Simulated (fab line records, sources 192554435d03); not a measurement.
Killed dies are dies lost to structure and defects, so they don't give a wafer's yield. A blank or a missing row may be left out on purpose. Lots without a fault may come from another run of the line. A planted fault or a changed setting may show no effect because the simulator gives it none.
Which tool did it? | flow n5_finfet | 24 lots, 72 wafers sampled, at 6 steps of a route of 1938

WHAT THE GAUGES READ, wafer by wafer
N5_BEOL_M6_INSPECT_30: inspects for defects (brightfield).
lot  | measured     | on                | raw_defect_count
L074 | day 9 05:46  | defect_inspect-02 | 488 421 573
L075 | day 9 10:21  | defect_inspect-02 | 456 561 620
L077 | day 9 12:58  | defect_inspect-02 | 375 447 335
L076 | day 9 13:08  | defect_inspect-02 | 463 395 372
L078 | day 10 12:47 | defect_inspect-01 | 215 259 322
L079 | day 10 16:07 | defect_inspect-02 | 384 467 396
L080 | day 10 23:10 | defect_inspect-02 | 415 540 451
L081 | day 10 23:20 | defect_inspect-01 | 424 307 404
L082 | day 11 03:35 | defect_inspect-01 | 523 256 470
L085 | day 11 17:35 | defect_inspect-02 | 451 311 347
L083 | day 11 21:24 | defect_inspect-01 | 396 312 360
L087 | day 12 00:20 | defect_inspect-01 | 369 464 487
L084 | day 12 00:30 | defect_inspect-01 | 336 330 447
L086 | day 12 04:39 | defect_inspect-01 | 225 208 345
L088 | day 12 09:21 | defect_inspect-01 | 270 391 286
L089 | day 12 16:50 | defect_inspect-02 | 410 415 525
L090 | day 13 10:22 | defect_inspect-02 | 312 442 311
L092 | day 13 17:38 | defect_inspect-01 | 407 368 513
L091 | day 13 17:40 | defect_inspect-01 | 381 346 452
L093 | day 14 00:47 | defect_inspect-01 | 480 336 554
L094 | day 14 10:49 | defect_inspect-02 | 390 500 499
L097 | day 14 16:22 | defect_inspect-01 | 417 489 346
L096 | day 14 19:10 | defect_inspect-01 | 284 353 288
L095 | day 14 19:22 | defect_inspect-02 | 438 497 413

N5_BEOL_M6_OCD_MEAS_38.
lot  | measured     | on     | trench_depth_nm (nm)
L074 | day 9 06:13  | ocd-02 | 95.2 91.0 94.4
L075 | day 9 10:49  | ocd-02 | 95.3 96.0 95.5
L077 | day 9 13:26  | ocd-02 | 95.1 93.4 95.1
L076 | day 9 14:13  | ocd-02 | 93.5 90.9 93.4
L078 | day 10 13:14 | ocd-02 | 92.3 93.7 93.8
L079 | day 10 16:38 | ocd-02 | 90.5 91.1 91.0
L080 | day 10 23:38 | ocd-02 | 94.5 95.6 96.0
L081 | day 10 23:52 | ocd-02 | 93.1 93.4 91.8
L082 | day 11 04:03 | ocd-02 | 91.3 90.1 90.7
L085 | day 11 18:03 | ocd-02 | 94.8 94.3 93.0
L083 | day 11 21:52 | ocd-02 | 95.0 94.8 95.0
L087 | day 12 00:47 | ocd-02 | 93.9 95.3 94.4
L084 | day 12 00:58 | ocd-02 | 92.9 90.6 93.6
L086 | day 12 05:07 | ocd-02 | 95.5 92.2 93.4
L088 | day 12 09:49 | ocd-02 | 93.9 94.9 93.8
L089 | day 12 17:17 | ocd-02 | 92.0 94.3 95.3
L090 | day 13 11:01 | ocd-02 | 93.8 96.0 93.9
L092 | day 13 18:07 | ocd-01 | 93.8 94.7 90.5
L091 | day 13 18:10 | ocd-01 | 95.0 94.7 93.9
L093 | day 14 01:15 | ocd-01 | 90.4 91.9 94.5
L094 | day 14 11:17 | ocd-02 | 94.5 95.4 95.6
L097 | day 14 16:49 | ocd-02 | 94.5 90.3 94.0
L096 | day 14 20:15 | ocd-01 | 94.9 91.0 94.5
L095 | day 14 20:54 | ocd-01 | 93.2 93.7 90.8

N5_BEOL_M6_THK_MEAS_53: measures by xrf.
lot  | measured     | on            | M6_THK (nm)
L074 | day 9 10:33  | film_metro-02 | 83.7 77.4 82.1
L075 | day 9 14:36  | film_metro-02 | 83.0 84.6 81.4
L077 | day 9 17:53  | film_metro-01 | 82.5 81.3 83.5
L076 | day 9 18:21  | film_metro-02 | 80.3 77.3 82.2
L078 | day 10 17:34 | film_metro-02 | 79.1 82.0 81.4
L079 | day 10 19:21 | film_metro-02 | 78.4 78.0 76.6
L080 | day 11 02:28 | film_metro-02 | 80.9 81.5 82.8
L081 | day 11 03:20 | film_metro-02 | 80.4 81.0 79.0
L082 | day 11 07:49 | film_metro-01 | 79.7 76.4 75.6
L085 | day 11 21:46 | film_metro-02 | 82.6 79.7 79.6
L083 | day 12 00:10 | film_metro-02 | 84.2 83.9 83.7
L087 | day 12 03:32 | film_metro-02 | 81.0 83.4 80.9
L084 | day 12 03:49 | film_metro-01 | 77.6 75.1 80.2
L086 | day 12 07:34 | film_metro-02 | 82.2 78.5 80.7
L088 | day 12 12:01 | film_metro-02 | 80.1 83.5 81.3
L089 | day 12 20:18 | film_metro-02 | 77.7 81.4 81.2
L090 | day 13 13:46 | film_metro-01 | 80.0 80.8 79.9
L092 | day 13 21:19 | film_metro-02 | 81.4 81.4 77.3
L091 | day 13 21:03 | film_metro-02 | 82.1 83.2 84.1
L093 | day 14 03:40 | film_metro-02 | 79.2 79.9 80.8
L094 | day 14 14:20 | film_metro-02 | 81.0 79.7 80.6
L097 | day 14 19:59 | film_metro-02 | 81.3 77.0 81.6
L096 | day 15 00:05 | film_metro-01 | 81.9 78.8 81.6
L095 | day 15 00:21 | film_metro-01 | 80.0 83.0 77.5

WHICH TOOL RAN EACH LOT (tool, then ch and the chambers of the sampled wafers, then the start)
lot  | N5_BEOL_M6_VIA_ETCH_34             | N5_BEOL_M6_DEGAS_44          | N5_BEOL_M6_SURFACE_TREAT_79
L074 | rie_diel-06 ch 2,3, day 9 05:58    | pvd_sputter-02, day 9 07:40  | pvd_sputter-02, day 9 08:05
L075 | rie_diel-03 ch 2,3, day 9 10:34    | pvd_sputter-03, day 9 11:38  | pvd_sputter-02, day 9 13:28
L077 | rie_diel-03 ch 1,2,3, day 9 13:11  | pvd_sputter-03, day 9 14:19  | pvd_sputter-02, day 9 14:49
L076 | rie_diel-02 ch 1,2, day 9 13:58    | pvd_sputter-02, day 9 14:56  | pvd_sputter-03, day 9 16:44
L078 | rie_diel-06 ch 0,3, day 10 12:59   | pvd_sputter-02, day 10 14:15 | pvd_sputter-01, day 10 16:10
L079 | rie_diel-02 ch 0,1, day 10 16:23   | pvd_sputter-01, day 10 17:18 | pvd_sputter-02, day 10 17:49
L080 | rie_diel-03 ch 2,3, day 10 23:23   | pvd_sputter-03, day 11 00:25 | pvd_sputter-01, day 11 00:53
L081 | rie_diel-02 ch 0,1,3, day 10 23:37 | pvd_sputter-01, day 11 00:32 | pvd_sputter-03, day 11 01:02
L082 | rie_diel-02 ch 0,1, day 11 03:48   | pvd_sputter-02, day 11 04:49 | pvd_sputter-01, day 11 05:17
L085 | rie_diel-06 ch 1,3, day 11 17:48   | pvd_sputter-02, day 11 18:38 | pvd_sputter-03, day 11 19:04
L083 | rie_diel-03 ch 0,2,3, day 11 21:37 | pvd_sputter-01, day 11 22:34 | pvd_sputter-01, day 11 23:00
L087 | rie_diel-03 ch 0,2, day 12 00:32   | pvd_sputter-03, day 12 02:06 | pvd_sputter-01, day 12 02:32
L084 | rie_diel-06 ch 1,2, day 12 00:43   | pvd_sputter-01, day 12 02:16 | pvd_sputter-01, day 12 02:41
L086 | rie_diel-03 ch 0,1,2, day 12 04:52 | pvd_sputter-03, day 12 05:53 | pvd_sputter-01, day 12 06:22
L088 | rie_diel-03 ch 0,2, day 12 09:34   | pvd_sputter-02, day 12 10:27 | pvd_sputter-01, day 12 10:58
L089 | rie_diel-03 ch 0,1,3, day 12 17:02 | pvd_sputter-02, day 12 18:13 | pvd_sputter-01, day 12 19:04
L090 | rie_diel-03 ch 0,2,3, day 13 10:46 | pvd_sputter-03, day 13 11:34 | pvd_sputter-01, day 13 12:00
L092 | rie_diel-06 ch 0,1,2, day 13 17:52 | pvd_sputter-01, day 13 19:14 | pvd_sputter-02, day 13 19:50
L091 | rie_diel-03 ch 1,2,3, day 13 17:55 | pvd_sputter-03, day 13 19:15 | pvd_sputter-03, day 13 19:50
L093 | rie_diel-02 ch 0,1,2, day 14 01:00 | pvd_sputter-03, day 14 01:47 | pvd_sputter-03, day 14 02:13
L094 | rie_diel-03 ch 0,3, day 14 11:03   | pvd_sputter-03, day 14 12:16 | pvd_sputter-03, day 14 12:43
L097 | rie_diel-06 ch 1,2,3, day 14 16:34 | pvd_sputter-02, day 14 17:35 | pvd_sputter-03, day 14 18:00
L096 | rie_diel-03 ch 0,1,2, day 14 20:01 | pvd_sputter-01, day 14 20:56 | pvd_sputter-02, day 14 22:41
L095 | rie_diel-06 ch 1,2,3, day 14 20:40 | pvd_sputter-01, day 14 22:52 | pvd_sputter-02, day 14 23:16
- N5_BEOL_M6_VIA_ETCH_34: etches SiCOH lowk in C4F6/O2, target depth 126.3 nm, time 50.9 s.
- N5_BEOL_M6_DEGAS_44: time 60 s.
- N5_BEOL_M6_SURFACE_TREAT_79

WHAT THE TOOLS THEMSELVES READ (means of the sampled wafers that have a number; where no wafer has one, the mark that the record gives instead)
N5_BEOL_M6_VIA_ETCH_34.
lot  | tool        | drypump_motor_current_A (A) | oes_product_au (a.u.) | rf_vpp_V (V) | showerhead_plenum_p_Torr (Torr) | throttle_valve_pct (%)
L074 | rie_diel-06 | 6.2                         | 0.79                  | 666          | 2.84                            | 21.04
L075 | rie_diel-03 | 5.9                         | 0.79                  | 658          | 2.86                            | 20.57
L077 | rie_diel-03 | 5.9                         | 0.83                  | 669          | 2.88                            | 20.61
L076 | rie_diel-02 | 5.1                         | 0.87                  | 647          | 2.79                            | 21.08
L078 | rie_diel-06 | 6.3                         | 0.82                  | 657          | 2.83                            | 21.10
L079 | rie_diel-02 | 5.2                         | 0.78                  | 663          | 2.81                            | 21.10
L080 | rie_diel-03 | 5.7                         | 0.81                  | 658          | 2.87                            | 20.56
L081 | rie_diel-02 | 5.3                         | 0.75                  | 662          | 2.86                            | 21.05
L082 | rie_diel-02 | 5.1                         | 0.78                  | 663          | 2.81                            | 21.11
L085 | rie_diel-06 | 5.4                         | 0.73                  | 681          | 2.76                            | 21.07
L083 | rie_diel-03 | 5.7                         | 0.79                  | 665          | 2.90                            | 20.50
L087 | rie_diel-03 | 5.5                         | 0.80                  | 671          | 2.94                            | 20.40
L084 | rie_diel-06 | 5.0                         | 0.74                  | 680          | 2.73                            | 21.00
L086 | rie_diel-03 | 5.7                         | 0.82                  | 675          | 2.92                            | 20.54
L088 | rie_diel-03 | 5.5                         | 0.80                  | 672          | 2.94                            | 20.41
L089 | rie_diel-03 | 5.9                         | 0.79                  | 675          | 2.89                            | 20.58
L090 | rie_diel-03 | 5.7                         | 0.77                  | 664          | 2.89                            | 20.52
L092 | rie_diel-06 | 5.5                         | 0.76                  | 669          | 2.75                            | 21.05
L091 | rie_diel-03 | 5.9                         | 0.79                  | 668          | 2.86                            | 20.66
L093 | rie_diel-02 | 5.2                         | 0.77                  | 654          | 2.80                            | 21.14
L094 | rie_diel-03 | 5.6                         | 0.77                  | 670          | 2.91                            | 20.46
L097 | rie_diel-06 | 5.6                         | 0.73                  | 673          | 2.77                            | 21.08
L096 | rie_diel-03 | 5.7                         | 0.80                  | 674          | 2.91                            | 20.57
L095 | rie_diel-06 | 5.6                         | 0.74                  | 672          | 2.77                            | 21.07

N5_BEOL_M6_DEGAS_44.
lot  | tool           | heater_power_w (W)
L074 | pvd_sputter-02 | 359
L075 | pvd_sputter-03 | 360
L077 | pvd_sputter-03 | 336
L076 | pvd_sputter-02 | 353
L078 | pvd_sputter-02 | 411
L079 | pvd_sputter-01 | 340
L080 | pvd_sputter-03 | 322
L081 | pvd_sputter-01 | 339
L082 | pvd_sputter-02 | 385
L085 | pvd_sputter-02 | 293
L083 | pvd_sputter-01 | 349
L087 | pvd_sputter-03 | 334
L084 | pvd_sputter-01 | 347
L086 | pvd_sputter-03 | 336
L088 | pvd_sputter-02 | 367
L089 | pvd_sputter-02 | 358
L090 | pvd_sputter-03 | 338
L092 | pvd_sputter-01 | 352
L091 | pvd_sputter-03 | 321
L093 | pvd_sputter-03 | 337
L094 | pvd_sputter-03 | 332
L097 | pvd_sputter-02 | 338
L096 | pvd_sputter-01 | 339
L095 | pvd_sputter-01 | 347

THE ANSWER, worked out from the rows above alone
Rule: what is usual is taken from the lots themselves. Put in order of their means at a reading, lots are off if they are a third of the lots or fewer, leave a main group of 4 or more, and stand apart from it by a gap of 3 or more times the standard deviation of the main group's means; of several such gaps the widest counts. A main group whose means are all the same, to the digits that the tables above print for the reading, isn't used. A lot without any number at a reading at which 4 lots or more have one is off too. The other lots that the step has rows for count as sound. The gauges are gone through in route order, then the tools' own readings, and for those a lot's mean is taken as printed above. The first step at which some lot is off is used, and at that step the reading that is off furthest; a lot without a number counts as furthest.
No lot is off at any reading shown: from this, nothing can be told.

WHAT THE SIMULATOR HAD PUT IN
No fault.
